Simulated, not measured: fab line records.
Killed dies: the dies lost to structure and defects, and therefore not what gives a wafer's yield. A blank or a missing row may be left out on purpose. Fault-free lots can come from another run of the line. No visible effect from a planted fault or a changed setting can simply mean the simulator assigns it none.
Split-lot study / flow n5Finfet / route with 1938 steps; 7 lots, 21 wafers read

THE SPLIT
At N5_BEOL_M0_SAQP_PECVD_96 (deposits a-Si from SiH4/He, target thk 45 nm, time 45.2 s), the setting timeS was moved away from the recipe's 45.2 s on 6 of the 21 wafers read, by -10.7% to +4.7%. For the rest of the wafers, this setting stayed at what the recipe calls for.

The reading is taken at the split's own step.

THE READING
a-Si_of_BEOL_M0_SAQP_PECVD_96.thkNm (the simulator's own value, which no gauge read), in nm, at N5_BEOL_M0_SAQP_PECVD_96 (deposits a-Si from SiH4/He, target thk 45 nm, time 45.2 s). The file gives no usual value for it. The 15 wafers here that ran the recipe average 44.9 nm, standard deviation 0.45 nm.

wafer=L078.1; tool, chamber at the split=pecvd-02, 1; timeS as run, s=47.31; against the recipe=+4.7%; a-Si_of_BEOL_M0_SAQP_PECVD_96.thkNm, nm=46.8; against lot-mates on the recipe=+1.4
wafer=L078.2; tool, chamber at the split=pecvd-02, 0; timeS as run, s=47.31; against the recipe=+4.7%; a-Si_of_BEOL_M0_SAQP_PECVD_96.thkNm, nm=46.4; against lot-mates on the recipe=+1.0
wafer=L078.5; tool, chamber at the split=pecvd-02, 2; timeS as run, s=45.2; against the recipe=recipe; a-Si_of_BEOL_M0_SAQP_PECVD_96.thkNm, nm=45.4; against lot-mates on the recipe=-
wafer=L083.1; tool, chamber at the split=pecvd-01, 0; timeS as run, s=45.2; against the recipe=recipe; a-Si_of_BEOL_M0_SAQP_PECVD_96.thkNm, nm=44.6; against lot-mates on the recipe=-
wafer=L083.4; tool, chamber at the split=pecvd-01, 0,2; timeS as run, s=45.2; against the recipe=recipe; a-Si_of_BEOL_M0_SAQP_PECVD_96.thkNm, nm=45; against lot-mates on the recipe=-
wafer=L083.6; tool, chamber at the split=pecvd-01, 0,2; timeS as run, s=45.2; against the recipe=recipe; a-Si_of_BEOL_M0_SAQP_PECVD_96.thkNm, nm=45; against lot-mates on the recipe=-
wafer=L084.1; tool, chamber at the split=pecvd-04, 1,0; timeS as run, s=45.2; against the recipe=recipe; a-Si_of_BEOL_M0_SAQP_PECVD_96.thkNm, nm=44.8; against lot-mates on the recipe=-
wafer=L084.6; tool, chamber at the split=pecvd-04, 1,0; timeS as run, s=45.2; against the recipe=recipe; a-Si_of_BEOL_M0_SAQP_PECVD_96.thkNm, nm=44.8; against lot-mates on the recipe=-
wafer=L084.3; tool, chamber at the split=pecvd-04, 0; timeS as run, s=45.2; against the recipe=recipe; a-Si_of_BEOL_M0_SAQP_PECVD_96.thkNm, nm=44.4; against lot-mates on the recipe=-
wafer=L085.4; tool, chamber at the split=pecvd-02, 2,0; timeS as run, s=45.2; against the recipe=recipe; a-Si_of_BEOL_M0_SAQP_PECVD_96.thkNm, nm=45.8; against lot-mates on the recipe=-
wafer=L085.5; tool, chamber at the split=pecvd-02, 2,0; timeS as run, s=45.2; against the recipe=recipe; a-Si_of_BEOL_M0_SAQP_PECVD_96.thkNm, nm=45.8; against lot-mates on the recipe=-
wafer=L085.6; tool, chamber at the split=pecvd-02, 1; timeS as run, s=45.2; against the recipe=recipe; a-Si_of_BEOL_M0_SAQP_PECVD_96.thkNm, nm=45.4; against lot-mates on the recipe=-
wafer=L093.1; tool, chamber at the split=pecvd-01, 1; timeS as run, s=45.2; against the recipe=recipe; a-Si_of_BEOL_M0_SAQP_PECVD_96.thkNm, nm=44.6; against lot-mates on the recipe=-
wafer=L093.4; tool, chamber at the split=pecvd-01, 1; timeS as run, s=45.2; against the recipe=recipe; a-Si_of_BEOL_M0_SAQP_PECVD_96.thkNm, nm=44.8; against lot-mates on the recipe=-
wafer=L093.5; tool, chamber at the split=pecvd-01, 1; timeS as run, s=45.2; against the recipe=recipe; a-Si_of_BEOL_M0_SAQP_PECVD_96.thkNm, nm=45; against lot-mates on the recipe=-
wafer=L094.1; tool, chamber at the split=pecvd-04, 1; timeS as run, s=40.35; against the recipe=-10.7%; a-Si_of_BEOL_M0_SAQP_PECVD_96.thkNm, nm=40; against lot-mates on the recipe=-4.4
wafer=L094.2; tool, chamber at the split=pecvd-04, 2,0; timeS as run, s=45.2; against the recipe=recipe; a-Si_of_BEOL_M0_SAQP_PECVD_96.thkNm, nm=44.4; against lot-mates on the recipe=-
wafer=L094.3; tool, chamber at the split=pecvd-04, 2,0; timeS as run, s=45.2; against the recipe=recipe; a-Si_of_BEOL_M0_SAQP_PECVD_96.thkNm, nm=44.4; against lot-mates on the recipe=-
wafer=L097.2; tool, chamber at the split=pecvd-02, 2; timeS as run, s=41.52; against the recipe=-8.1%; a-Si_of_BEOL_M0_SAQP_PECVD_96.thkNm, nm=41.4; against lot-mates on the recipe=no lot-mate on the recipe
wafer=L097.3; tool, chamber at the split=pecvd-02, 2,1; timeS as run, s=41.52; against the recipe=-8.1%; a-Si_of_BEOL_M0_SAQP_PECVD_96.thkNm, nm=42.2; against lot-mates on the recipe=no lot-mate on the recipe
wafer=L097.4; tool, chamber at the split=pecvd-02, 2,1; timeS as run, s=41.52; against the recipe=-8.1%; a-Si_of_BEOL_M0_SAQP_PECVD_96.thkNm, nm=42.2; against lot-mates on the recipe=no lot-mate on the recipe
If several chambers appear in one row, that row covers several wafers at once and the file leaves open which wafer was in which chamber.

THE FIT
A straight line over all 21 wafers: a-Si_of_BEOL_M0_SAQP_PECVD_96.thkNm changes by +0.396 nm for each +1% of timeS; r = +0.96; the points scatter about the line by 0.47 nm.
The same after taking each lot's own level away (the mean of its wafers on the recipe; 18 wafers): +0.367 nm for each +1%; r = +0.98; scatter 0.26 nm.
The reading moves by 3.9 nm for the largest change in timeS, on that fit.
Across the lots, their own levels run from 44.40 to 45.67 nm, a range of 2.8 times the standard deviation given above.
Hence the lot-to-lot level has little effect on the slope; both slopes agree.
Check: -2.76 nm against its lot-mates is what the line predicts for one of the wafers moved furthest among these (-10.7%) when that wafer is left out of the fit. Against them it came out at -4.4 nm.

OTHER SPLITS ON THESE WAFERS
Note: prior to the reading, these wafers also went through further splits. Each is held against what the fit with the lots' levels taken away leaves over:
other split on the same wafers=N5_MOL_CONTACT_COAG_COAT_78 spinRpm; wafers away from the commonest value=9; r with a-Si_of_BEOL_M0_SAQP_PECVD_96.thkNm (lot level and that fit taken away)=-0.29
other split on the same wafers=N5_MOL_CONTACT_COAG_ETCHBACK_136 targetDepthA; wafers away from the commonest value=6; r with a-Si_of_BEOL_M0_SAQP_PECVD_96.thkNm (lot level and that fit taken away)=+0.40
other split on the same wafers=N5_MOL_CONTACT_COAG_CVD_140 targetThkA; wafers away from the commonest value=7; r with a-Si_of_BEOL_M0_SAQP_PECVD_96.thkNm (lot level and that fit taken away)=-0.42

FILE'S OWN FIT
a-Si_of_BEOL_M0_SAQP_PECVD_96.thkNm changes by +0.386 nm for each +1% of timeS, r = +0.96.
